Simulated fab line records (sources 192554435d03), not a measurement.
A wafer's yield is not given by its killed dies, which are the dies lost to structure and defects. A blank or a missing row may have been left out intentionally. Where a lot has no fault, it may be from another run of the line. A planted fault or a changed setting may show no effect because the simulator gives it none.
Matching of chambers + flow n5_finfet + N5_BEOL_M10_ETCH_62 on rie_diel-06: 4 sister chambers
The step etches SOC in N2/H2, target depth 110 nm, overetch 22 nm, time 165 s. 22 wafers are shown with their chamber, then 11 later ones without.

WAFERS PAIRED WITH THEIR CHAMBERS
| wafer  | chamber | showerhead_plenum_p_Torr (Torr) | drypump_motor_current_A (A) | throttle_valve_pct (%) |
|--------|---------|---------------------------------|-----------------------------|------------------------|
| L079.2 | 3       | 2.48                            | 5.5                         | 18.05                  |
| L079.3 | 1       | 2.49                            | 5.4                         | 17.50                  |
| L079.4 | 2       | 2.59                            | 5.3                         | 17.63                  |
| L084.2 | 0       | 2.43                            | 6.5                         | 17.83                  |
| L084.3 | 1       | 2.48                            | 5.5                         | 17.53                  |
| L084.5 | 0       | 2.43                            | 6.5                         | 17.85                  |
| L082.1 | 1       | 2.48                            | 5.5                         | 17.54                  |
| L082.3 | 3       | 2.47                            | 5.5                         | 18.07                  |
| L082.4 | 0       | 2.43                            | 6.5                         | 17.85                  |
| L085.2 | 3       | 2.47                            | 5.6                         | 18.08                  |
| L085.3 | 1       | 2.48                            | 5.5                         | 17.53                  |
| L085.4 | 2       | 2.58                            | 5.4                         | 17.66                  |
| L086.1 | 0       | 2.43                            | 6.5                         | 17.86                  |
| L086.5 | 0       | 2.43                            | 6.5                         | 17.86                  |
| L086.6 | 3       | 2.47                            | 5.5                         | 18.10                  |
| L087.1 | 1       | 2.48                            | 5.4                         | 17.53                  |
| L087.3 | 0       | 2.43                            | 6.5                         | 17.88                  |
| L087.6 | 1       | 2.48                            | 5.5                         | 17.53                  |
| L092.1 | 0       | 2.43                            | 6.5                         | 17.89                  |
| L092.4 | 1       | 2.48                            | 5.5                         | 17.53                  |
| L092.6 | 3       | 2.46                            | 5.6                         | 18.11                  |
| L091.1 | 3       | 2.46                            | 5.5                         | 18.11                  |

SIGNATURES (averages over the wafers above)
| reading                  | chamber 0 | chamber 1 | chamber 2 | chamber 3 | scatter within a chamber |
|--------------------------|-----------|-----------|-----------|-----------|--------------------------|
| showerhead_plenum_p_Torr | 2.4300    | 2.4814    | 2.5850    | 2.4683    | 0.00482                  |
| drypump_motor_current_A  | 6.500     | 5.471     | 5.350     | 5.533     | 0.0426                   |
| throttle_valve_pct       | 17.8600   | 17.5271   | 17.6450   | 18.0867   | 0.0193                   |
Rule: a wafer lies at a distance from a chamber equal to the root of the sum of squares, over the readings, of (its reading less the chamber's mean, divided by the reading's scatter). The wafer belongs to the nearest chamber; if the next one is less than 2 further off, it can't be placed. The scatter: take each reading less its chamber's mean, square it, sum over the shown wafers, divide by the number of wafers less the number of chambers, and take the root.

WAFERS WHOSE CHAMBER IS MISSING
| wafer  | showerhead_plenum_p_Torr (Torr) | drypump_motor_current_A (A) | throttle_valve_pct (%) |
|--------|---------------------------------|-----------------------------|------------------------|
| L091.2 | 2.43                            | 6.5                         | 17.89                  |
| L091.3 | 2.58                            | 5.3                         | 17.68                  |
| L094.1 | 2.43                            | 6.5                         | 17.89                  |
| L094.5 | 2.46                            | 5.6                         | 18.12                  |
| L094.6 | 2.43                            | 6.5                         | 17.90                  |
| L096.1 | 2.42                            | 6.5                         | 17.91                  |
| L096.2 | 2.57                            | 5.4                         | 17.70                  |
| L096.3 | 2.47                            | 5.5                         | 17.58                  |
| L096.4 | 2.46                            | 5.5                         | 18.12                  |
| L096.5 | 2.42                            | 6.5                         | 17.89                  |
| L096.6 | 2.47                            | 5.5                         | 17.58                  |

WHICH CHAMBER EACH ONE RAN IN
| wafer  | from the rows above | in truth |
|--------|---------------------|----------|
| L091.2 | 0                   | 0        |
| L091.3 | 2                   | 2        |
| L094.1 | 0                   | 0        |
| L094.5 | 3                   | 3        |
| L094.6 | 0                   | 0        |
| L096.1 | 0                   | 0        |
| L096.2 | 2                   | 2        |
| L096.3 | 1                   | 1        |
| L096.4 | 3                   | 3        |
| L096.5 | 0                   | 0        |
| L096.6 | 1                   | 1        |
Correct placement for 11 of the 11. From these rows, 0 cannot be placed. 0 placed wrongly.
